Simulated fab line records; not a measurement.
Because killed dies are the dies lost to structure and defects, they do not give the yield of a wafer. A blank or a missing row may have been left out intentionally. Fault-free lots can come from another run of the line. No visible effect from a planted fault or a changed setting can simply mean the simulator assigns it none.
A lot that was struck, set against a sound lot    flow nand harc    38 steps out of a route of 1159
Sound: these wafers, L152.1, L152.2, L152.4. Wafers L160.1, L160.5, L160.6 were the ones struck. The cause comes at the end.
For every step that has rows: the tool of each side, followed by ch and its chambers, followed by its first start. Under that, the readings that differ: sound wafers    struck wafers    difference of the means    sigmas: that difference in standard deviations of wafers without a fault.
alike: same words and numbers on both sides, and readings whose means sit less than 2 such deviations apart. not compared: any withheld reading, any reading some wafer has no value for, any bound like >300 that may hide the same value, and any number with overlapping values for which the record gives no deviation.
Wherever a step has rows on one side only, a row that says differs or no value, or a row with sigmas, the two part there. Numbers that don't overlap but have no deviation are shown without sigmas and don't part them. Lack of a reading on every wafer of one side parts them only where that side has two or more wafers.

NHARC_A_SOURCE_PLATE_THK_MEAS_06: measures by ellipsometry.
  sound on film metro-02 at day 7 03:37; struck on film metro-01 at day 9 15:54
  alike: thk nm
NHARC_A_SOURCE_PLATE_INSPECT_08:
  sound on defect inspect-02 at day 7 03:41; struck on defect inspect-01 at day 9 16:00
  alike: raw defect count
after that, 1 step with no rows for these wafers: NHARC_A_ONON_D1_DEP_00 (target thk 1000 nm).
NHARC_A_ONON_D1_THK_MEAS_02: measures by ellipsometry.
  sound on film metro-02 at day 7 04:15; struck on film metro-02 at day 9 16:46
  alike: thk nm
after that, 1 step with no rows for these wafers: NHARC_A_ONON_D1_DEP_03 (target thk 1000 nm).
NHARC_A_ONON_D1_THK_MEAS_05: measures by ellipsometry.
  sound on film metro-01 at day 7 04:49; struck on film metro-02 at day 9 17:20
  alike: thk nm
after that, 1 step with no rows for these wafers: NHARC_A_ONON_D1_DEP_06 (target thk 1000 nm).
NHARC_A_ONON_D1_THK_MEAS_08: measures by ellipsometry.
  sound on film metro-01 at day 7 05:23; struck on film metro-01 at day 9 17:54
  alike: thk nm
after that, 1 step with no rows for these wafers: NHARC_A_ONON_D1_DEP_09 (target thk 1000 nm).
NHARC_A_ONON_D1_THK_MEAS_11: measures by ellipsometry.
  sound on film metro-01 at day 7 05:56; struck on film metro-01 at day 9 18:28
  alike: thk nm
NHARC_A_ONON_D1_DEP_12: target thk 1000 nm.
  sound on pecvd onon-03 ch 0, day 7 06:00; struck on pecvd onon-03 ch 0, day 9 18:35
NHARC_A_ONON_D1_THK_MEAS_14: measures by ellipsometry.
  sound on film metro-01 at day 7 06:31; struck on film metro-01 at day 9 19:06
  alike: thk nm
then, 2 steps without rows for these wafers: NHARC_A_ONON_D1_ANNEAL_15 (time 3600 s); NHARC_A_ONON_D1_DEP_16 (target thk 1000 nm).
NHARC_A_ONON_D1_THK_MEAS_18: measures by ellipsometry.
  sound on film metro-01 at day 7 11:38; struck on film metro-02 at day 10 02:13
  alike: thk nm
after that, 1 step with no rows for these wafers: NHARC_A_ONON_D1_DEP_19 (target thk 1000 nm).
NHARC_A_ONON_D1_THK_MEAS_21: measures by ellipsometry.
  sound on film metro-01 at day 7 12:20; struck on film metro-01 at day 10 02:46
  alike: thk nm
after that, 1 step with no rows for these wafers: NHARC_A_ONON_D1_DEP_22 (target thk 1000 nm).
NHARC_A_ONON_D1_THK_MEAS_24: measures by ellipsometry.
  sound on film metro-02 at day 7 12:54; struck on film metro-01 at day 10 03:20
reading      sound           struck          difference  sigmas
thk nm (nm)  1023 1025 1024  1008 1007 1008  -16         -2
after that, 1 step with no rows for these wafers: NHARC_A_ONON_D1_DEP_25 (target thk 1000 nm).
NHARC_A_ONON_D1_THK_MEAS_27: measures by ellipsometry.
  sound on film metro-02 at day 7 13:29; struck on film metro-01 at day 10 03:55
  alike: thk nm
after that, 1 step with no rows for these wafers: NHARC_A_ONON_D1_DEP_28 (target thk 1000 nm).
NHARC_A_ONON_D1_THK_MEAS_30: measures by ellipsometry.
  sound on film metro-01 at day 7 14:02; struck on film metro-02 at day 10 04:28
  alike: thk nm
NHARC_A_ONON_D1_DEP_33: deposits SiO2, target thk 200 nm.
  sound on pecvd-03 ch 0,2, day 7 14:06; struck on pecvd-03 ch 0,2, day 10 04:37
  alike: heater power w, rf fwd power W, throttle valve pct
NHARC_A_ONON_D1_THK_MEAS_34: measures by ellipsometry.
  sound on film metro-01 at day 7 14:31; struck on film metro-01 at day 10 04:56
  alike: thk nm
NHARC_A_CHANNEL_HOLE_D1_DEP_00: deposits aC, target thk 3100 nm.
  sound on acl dep-01 ch 0, day 7 14:40; struck on acl dep-03 ch 0, day 10 06:01
  alike: throttle valve pct
NHARC_A_CHANNEL_HOLE_D1_DEP_01: deposits SiON, target thk 140 nm.
  sound on pecvd-01 ch 0,1,2, day 7 16:38; struck on pecvd-04 ch 1,2, day 10 07:59
  alike: heater power w, rf fwd power W
then, 10 steps without rows for these wafers: NHARC_A_CHANNEL_HOLE_D1_DEHYDRATE_02 (time 120 s); NHARC_A_CHANNEL_HOLE_D1_HMDS_03 (time 30 s); NHARC_A_CHANNEL_HOLE_D1_COAT_36 (time 75 s); NHARC_A_CHANNEL_HOLE_D1_COAT_37 (time 65 s); NHARC_A_CHANNEL_HOLE_D1_COAT_04 (resist thk 90 nm); NHARC_A_CHANNEL_HOLE_D1_SOFTBAKE_05 (time 55 s); NHARC_A_CHANNEL_HOLE_D1_EBR_06; NHARC_A_CHANNEL_HOLE_D1_EXPOSE_07 (exposes mask HOLE D1, target cd 100 nm); NHARC_A_CHANNEL_HOLE_D1_PEB_08 (peb time 65 s); NHARC_A_CHANNEL_HOLE_D1_DEVELOP_09 (develop time 35 s).
-- jump in the record: it breaks off in module A_CHANNEL_HOLE_D1 and resumes in module END (first step shown: number 1159 of the route), and 12 days separate the struck wafers' starts before and after --
NHARC_END_SORT_01:
  only the struck wafers appear in the record here, on prober-02 ch 0 at day 22 06:26; the sound ones have no rows

## WHERE THEY PART
Earliest at NHARC_A_ONON_D1_THK_MEAS_24; latest, in this record, at NHARC_END_SORT_01.

WHY: what the simulator had put in
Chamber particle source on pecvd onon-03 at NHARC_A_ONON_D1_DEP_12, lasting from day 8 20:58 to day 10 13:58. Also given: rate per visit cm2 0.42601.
